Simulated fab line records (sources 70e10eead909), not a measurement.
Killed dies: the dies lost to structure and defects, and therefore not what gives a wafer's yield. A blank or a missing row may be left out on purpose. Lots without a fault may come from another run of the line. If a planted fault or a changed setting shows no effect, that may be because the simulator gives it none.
A struck lot beside a sound one :: flow nand_harc :: 14 out of 1159 route steps
Sound: the wafers L550.1, L550.5, L550.6. Wafers L557.4, L557.5, L557.6 were the ones struck. The cause is named last.
Order at every step that has rows: each side's tool, ch and its chambers, its first start. Under that, the readings that differ: sound wafers :: struck wafers :: difference of the means :: sigmas: that difference in standard deviations of wafers without a fault.
alike: readings with means less than 2 such deviations apart, plus words and numbers identical on both sides. not compared: withheld readings, readings lacking a value on some wafer, bounds such as >300 that could conceal the same value, and numbers that have no deviation in the record and whose values overlap.
Wherever a step has rows on one side only, a row that says differs or no value, or a row with sigmas, the two part there. When numbers do not overlap yet have no deviation, they are printed without sigmas and do not part them. A reading that every wafer of one side lacks parts them only if that side has two wafers or more.

first, 7 steps without rows for these wafers: NHARC_A_BONDPAD_COAT_33 (time 65 s); NHARC_A_BONDPAD_COAT_03 (resist thk 600 nm); NHARC_A_BONDPAD_SOFTBAKE_04 (time 70 s); NHARC_A_BONDPAD_EBR_05; NHARC_A_BONDPAD_EXPOSE_06 (exposes mask A BPAD); NHARC_A_BONDPAD_PEB_07 (peb time 80 s); NHARC_A_BONDPAD_DEVELOP_08 (time 50 s).
NHARC_A_BONDPAD_CD_MEAS_09: the cd target is 500 nm.
  sound on cd_sem-01 ch 0, day 20 02:33; struck on cd_sem-03 ch 0, day 22 00:50
  alike: cd_nm
NHARC_A_BONDPAD_OVL_MEAS_35:
  sound on overlay-02, day 20 02:38; struck on overlay-01, day 22 00:55
  alike: overlay_x_nm, overlay_y_nm
then, 1 step without rows for these wafers: NHARC_A_BONDPAD_HARDBAKE_10 (time 65 s).
NHARC_A_BONDPAD_DESCUM_11: chemistry O2, time 3 s.
  sound on rie_diel-05 ch 2,3, day 20 02:46; struck on rie_diel-05 ch 0,1, day 22 01:02
  alike: drypump_motor_current_A, oes_product_au, rf_vpp_V, showerhead_plenum_p_Torr, throttle_valve_pct
  not compared: rf_hours_counter_h
NHARC_A_BONDPAD_ETCH_34: etches the open film in N2/H2, target depth 60 nm, overetch 18 nm, time 65.91 s.
  sound on rie_diel-05 ch 0,1, day 20 02:51; struck on rie_diel-05 ch 0,3, day 22 01:07
  alike: bias_w, chamber_pressure_mTorr, drypump_motor_current_A, oes_product_au, rf_vpp_V, showerhead_plenum_p_Torr, throttle_valve_pct
  not compared: rf_hours_counter_h
NHARC_A_BONDPAD_ETCH_12: etches the open film in CHF3/O2, target depth 220 nm, time 110 s.
  sound on rie_diel-05 ch 0,1,3, day 20 02:58; struck on rie_diel-05 ch 0,1, day 22 01:13
  no value came back on the struck wafers for any of 7 readings (bias_w (W), chamber_pressure_mTorr (mTorr) and others); on the sound wafers bias_w (W) reads 201.0 200.4 199.6
  not compared: rf_hours_counter_h
NHARC_A_BONDPAD_CD_MEAS_13:
  sound on cd_sem-02, day 20 03:05; struck on cd_sem-02, day 22 01:22
  alike: cd_nm

== WHERE THEY PART ==
At NHARC_A_BONDPAD_ETCH_12 and nowhere else, as far as this record goes. Later steps at which nothing parts them and some readings are alike: NHARC_A_BONDPAD_CD_MEAS_13.

WHY: what the simulator had put in
Entire step skipped (rie_diel-05, NHARC_A_BONDPAD_ETCH_12), from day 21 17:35 onward. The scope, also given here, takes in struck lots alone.
